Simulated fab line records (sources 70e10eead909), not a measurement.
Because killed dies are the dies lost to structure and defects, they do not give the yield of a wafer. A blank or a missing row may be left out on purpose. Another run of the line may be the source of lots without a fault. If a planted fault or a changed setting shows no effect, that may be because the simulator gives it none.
Which tool was responsible? | flow nandHarc | 39 wafers from 13 lots sampled at 6 of the route's 1302 steps

## WHAT THE GAUGES SHOWED, per wafer
NHARC_A_START_INSPECT_01. Usual: rawDefectCount reads 3.6 (standard deviation 1.9).
lot  | measured     | on               | rawDefectCount | flag
L452 | day 7 07:24  | defectInspect-01 | 4 2 7          | 
L454 | day 7 23:54  | defectInspect-01 | 5 7 5          | 
L455 | day 8 11:46  | defectInspect-02 | 2 5 4          | 
L457 | day 8 22:34  | defectInspect-01 | 8 2 3          | 
L459 | day 9 13:26  | defectInspect-02 | 4 6 2          | 
L461 | day 10 12:50 | defectInspect-02 | 9 3 2          | 
L464 | day 11 14:07 | defectInspect-02 | 7 3 4          | 
L469 | day 13 18:10 | defectInspect-02 | 4 5 3          | 
L470 | day 14 04:05 | defectInspect-01 | 3 4 1          | 
L471 | day 14 12:52 | defectInspect-02 | 3 2 6          | 
L472 | day 15 07:43 | defectInspect-01 | 3 3 4          | 
L473 | day 15 12:29 | defectInspect-02 | 4 4 2          | 
L475 | day 16 07:57 | defectInspect-01 | 1 2 0          | 

NHARC_A_ONON_D1_THK_MEAS_02: measures by ellipsometry. Usual: thkNm reads 999 nm (standard deviation 8.6).
lot  | measured     | on           | thkNm (nm)     | flag
L452 | day 8 10:05  | filmMetro-02 | 1009 1010 1010 | 
L454 | day 9 00:40  | filmMetro-02 | 999 1001 998   | 
L455 | day 9 11:11  | filmMetro-01 | 995 995 996    | 
L457 | day 9 21:43  | filmMetro-01 | 999 998 997    | 
L459 | day 10 15:30 | filmMetro-01 | 1001 1001 999  | 
L461 | day 11 12:18 | filmMetro-02 | 1017 1017 1017 | 
L464 | day 12 15:49 | filmMetro-01 | 1006 1004 1005 | 
L469 | day 14 20:11 | filmMetro-02 | 988 987 989    | 
L470 | day 15 04:56 | filmMetro-02 | 993 993 991    | 
L471 | day 15 11:47 | filmMetro-01 | 995 995 992    | 
L472 | day 16 07:04 | filmMetro-01 | 995 997 996    | 
L473 | day 16 11:15 | filmMetro-01 | 1000 1000 1002 | 
L475 | day 17 11:32 | filmMetro-02 | 1007 1009 1008 | 

NHARC_A_ONON_D1_THK_MEAS_11: measures by ellipsometry. Usual: thkNm reads 998 nm (standard deviation 8).
lot  | measured     | on           | thkNm (nm)     | flag
L452 | day 8 11:47  | filmMetro-02 | 988 991 992    | 
L454 | day 9 02:23  | filmMetro-01 | 991 991 991    | 
L455 | day 9 12:53  | filmMetro-02 | 984 985 985    | 
L457 | day 9 23:25  | filmMetro-02 | 990 991 989    | 
L459 | day 10 17:12 | filmMetro-01 | 996 997 995    | 
L461 | day 11 14:01 | filmMetro-01 | 1723 1722 1722 | OFF
L464 | day 12 17:30 | filmMetro-01 | 1731 1731 1730 | OFF
L469 | day 14 21:53 | filmMetro-02 | 992 993 991    | 
L470 | day 15 06:38 | filmMetro-02 | 1001 1000 1000 | 
L471 | day 15 13:28 | filmMetro-01 | 1000 1002 1000 | 
L472 | day 16 08:46 | filmMetro-02 | 999 999 1002   | 
L473 | day 16 12:56 | filmMetro-02 | 992 993 993    | 
L475 | day 17 13:16 | filmMetro-01 | 1010 1010 1010 | 

NHARC_END_SORT_01. Usual: killedAtArray 59, standard deviation 17; killedAtOther 0.9, standard deviation 1.6; killedAtPeriphery 3.7, standard deviation 2.3; killedDies 64, standard deviation 17; killedOpen 3.3, standard deviation 1.8; killedShort 2.4, standard deviation 1.6.
lot  | measured     | on        | killedAtArray | killedAtOther | killedAtPeriphery | killedDies  | killedOpen | killedShort | flag
L461 | day 28 19:49 | prober-01 | 666 672 669   | 5 2 1         | 6 3 7             | 677 677 677 | 3 5 3      | 3 1 4       | OFF
L464 | day 30 04:32 | prober-02 | 673 673 673   | 0 0 0         | 4 4 4             | 677 677 677 | 2 2 2      | 2 3 3       | OFF

## TOOL THAT RAN EACH LOT (tool first, then ch and the chambers of the sampled wafers, then the start)
lot  | NHARC_P_BONDPAD_PRE_CLEAN_26           | NHARC_A_ONON_D1_DEP_09
L452 | pvdSputter-03, day 7 07:24 or earlier  | pecvdOnon-02 ch 0, day 8 11:24
L454 | pvdSputter-03, day 7 23:54 or earlier  | pecvdOnon-03 ch 0, day 9 01:52
L455 | pvdSputter-01, day 8 11:46 or earlier  | pecvdOnon-04 ch 0, day 9 12:26
L457 | pvdSputter-02, day 8 22:34 or earlier  | pecvdOnon-03 ch 0, day 9 22:54
L459 | pvdSputter-01, day 9 13:26 or earlier  | pecvdOnon-02 ch 0, day 10 16:41
L461 | pvdSputter-02, day 10 12:50 or earlier | pecvdOnon-02 ch 0, day 11 13:33
L464 | pvdSputter-01, day 11 14:07 or earlier | pecvdOnon-02 ch 0, day 12 16:59
L469 | pvdSputter-01, day 13 18:10 or earlier | pecvdOnon-03 ch 0, day 14 21:23
L470 | pvdSputter-01, day 14 04:05 or earlier | pecvdOnon-02 ch 0, day 15 06:08
L471 | pvdSputter-03, day 14 12:52 or earlier | pecvdOnon-03 ch 0, day 15 12:58
L472 | pvdSputter-02, day 15 07:43 or earlier | pecvdOnon-03 ch 0, day 16 08:16
L473 | pvdSputter-02, day 15 12:29 or earlier | pecvdOnon-04 ch 0, day 16 12:26
L475 | pvdSputter-03, day 16 07:57 or earlier | pecvdOnon-02 ch 0, day 17 12:45
- NHARC_P_BONDPAD_PRE_CLEAN_26: time 30 s.
- NHARC_A_ONON_D1_DEP_09: target thk 1000 nm.

## AS READ BY THE TOOLS THEMSELVES (means over the sampled wafers that have a number; for cases with no such wafer, the mark the record gives instead)
NHARC_P_BONDPAD_PRE_CLEAN_26. Usual: heaterPowerW reads 417 W (standard deviation 53).
lot  | tool          | heaterPowerW (W) | flag
L452 | pvdSputter-03 | 424              | 
L454 | pvdSputter-03 | 407              | 
L455 | pvdSputter-01 | 397              | 
L457 | pvdSputter-02 | 340              | 
L459 | pvdSputter-01 | 409              | 
L461 | pvdSputter-02 | 444              | 
L464 | pvdSputter-01 | 415              | 
L469 | pvdSputter-01 | 426              | 
L470 | pvdSputter-01 | 406              | 
L471 | pvdSputter-03 | 394              | 
L472 | pvdSputter-02 | 415              | 
L473 | pvdSputter-02 | 417              | 
L475 | pvdSputter-03 | 410              | 

NHARC_A_ONON_D1_DEP_09. Usual: nh3FlowSccm reads 500.0 sccm (standard deviation 1.5).
lot  | tool         | nh3FlowSccm (sccm) | flag
L452 | pecvdOnon-02 | 502.5              | 
L454 | pecvdOnon-03 | 499.9              | 
L455 | pecvdOnon-04 | 498.2              | 
L457 | pecvdOnon-03 | 498.3              | 
L459 | pecvdOnon-02 | 500.1              | 
L461 | pecvdOnon-02 | 499.6              | 
L464 | pecvdOnon-02 | 499.3              | 
L469 | pecvdOnon-03 | 499.2              | 
L470 | pecvdOnon-02 | 499.0              | 
L471 | pecvdOnon-03 | 501.1              | 
L472 | pecvdOnon-03 | 498.4              | 
L473 | pecvdOnon-04 | 500.8              | 
L475 | pecvdOnon-02 | 500.0              | 

## THE ANSWER, worked out from the rows above alone
Rule: lot off if the mean of its wafers having a number is beyond 3 standard deviations from the usual mean. Also off: a lot with no number at a reading for which 4 or more lots have one. All remaining lots with rows at the step are treated as sound. After the gauges, taken in route order, come the tools' own readings; for these a lot's mean is taken, as printed above. The first step at which some lot is off is used, and at that step the reading that is off furthest; a lot without a number counts as furthest.
Off: L461, L464, at NHARC_A_ONON_D1_THK_MEAS_11 (thkNm).
A tool fits if, at a process step before that reading, it ran every lot that is off, and no sound lot after the first of them. The gauges at NHARC_A_ONON_D1_THK_MEAS_11 aren't tried: what is off there is off at NHARC_END_SORT_01 too, on other tools, and a gauge's error can't cause that. Because NHARC_P_BONDPAD_PRE_CLEAN_26 lacks a start for some lots, the hours and order of its lots are taken from NHARC_A_START_INSPECT_01. Not one of the candidates tried fits.

## WHAT THE SIMULATOR HAD PUT IN
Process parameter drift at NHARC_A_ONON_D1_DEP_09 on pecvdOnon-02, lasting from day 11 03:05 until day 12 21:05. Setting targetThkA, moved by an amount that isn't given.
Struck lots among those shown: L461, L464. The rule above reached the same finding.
